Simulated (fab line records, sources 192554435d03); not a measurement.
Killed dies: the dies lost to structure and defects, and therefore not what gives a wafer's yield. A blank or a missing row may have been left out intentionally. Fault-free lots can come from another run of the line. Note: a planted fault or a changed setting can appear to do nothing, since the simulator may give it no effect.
Matching of chambers || flow n5-finfet || N5_SD_EPI_N_ETCH_45 on rie-diel-04 has 4 sister chambers
The step etches SiOCN in CH3F/O2, target depth 6 nm. 4 wafers are shown with their chamber, then 9 later ones without.

== WAFERS, EACH WITH ITS CHAMBER ==
{"wafer": "L080.1", "chamber": 3, "showerhead-plenum-p-Torr (Torr)": 2.03}
{"wafer": "L087.4", "chamber": 0, "showerhead-plenum-p-Torr (Torr)": 2.06}
{"wafer": "L087.5", "chamber": 1, "showerhead-plenum-p-Torr (Torr)": 2.00}
{"wafer": "L087.6", "chamber": 2, "showerhead-plenum-p-Torr (Torr)": 1.88}

== WAFERS WHOSE CHAMBER IS MISSING ==
{"wafer": "L089.1", "showerhead-plenum-p-Torr (Torr)": 2.00}
{"wafer": "L089.3", "showerhead-plenum-p-Torr (Torr)": 2.03}
{"wafer": "L089.5", "showerhead-plenum-p-Torr (Torr)": 2.03}
{"wafer": "L091.1", "showerhead-plenum-p-Torr (Torr)": 2.02}
{"wafer": "L091.3", "showerhead-plenum-p-Torr (Torr)": 2.02}
{"wafer": "L091.6", "showerhead-plenum-p-Torr (Torr)": 2.02}
{"wafer": "L096.3", "showerhead-plenum-p-Torr (Torr)": 2.13}
{"wafer": "L096.5", "showerhead-plenum-p-Torr (Torr)": 2.02}
{"wafer": "L096.6", "showerhead-plenum-p-Torr (Torr)": 2.13}

== CHAMBER TAKEN BY EACH ==
{"wafer": "L089.1", "from the rows above": "can't be placed: 1 or 3 or 0", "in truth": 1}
{"wafer": "L089.3", "from the rows above": "can't be placed: 3 or 1 or 0", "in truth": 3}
{"wafer": "L089.5", "from the rows above": "can't be placed: 3 or 1 or 0", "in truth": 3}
{"wafer": "L091.1", "from the rows above": "can't be placed: 3 or 1 or 0", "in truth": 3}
{"wafer": "L091.3", "from the rows above": "can't be placed: 3 or 1 or 0", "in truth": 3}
{"wafer": "L091.6", "from the rows above": "can't be placed: 3 or 1 or 0", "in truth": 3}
{"wafer": "L096.3", "from the rows above": "can't be placed: 0 or 3 or 1", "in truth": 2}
{"wafer": "L096.5", "from the rows above": "can't be placed: 3 or 1 or 0", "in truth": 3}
{"wafer": "L096.6", "from the rows above": "can't be placed: 0 or 3 or 1", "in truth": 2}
Correctly placed: 0 of 9. Can't be placed from these rows: 9 (the true chamber is among the candidates in 7). Wrongly placed: 0.
How it was worked out, from the rows above alone: a wafer's distance from a chamber is the root of the sum, over the readings, of the square of ((its reading less the chamber's mean) divided by the reading's scatter). If the next closest chamber is less than 2 further off than the closest, the wafer can't be placed; otherwise it belongs to the closest. The mean given for a chamber averages the wafers shown for that chamber. The scatter (one wafer shown for each chamber): square how far every hidden wafer sits from the nearest shown wafer, average those squares and take the square root.
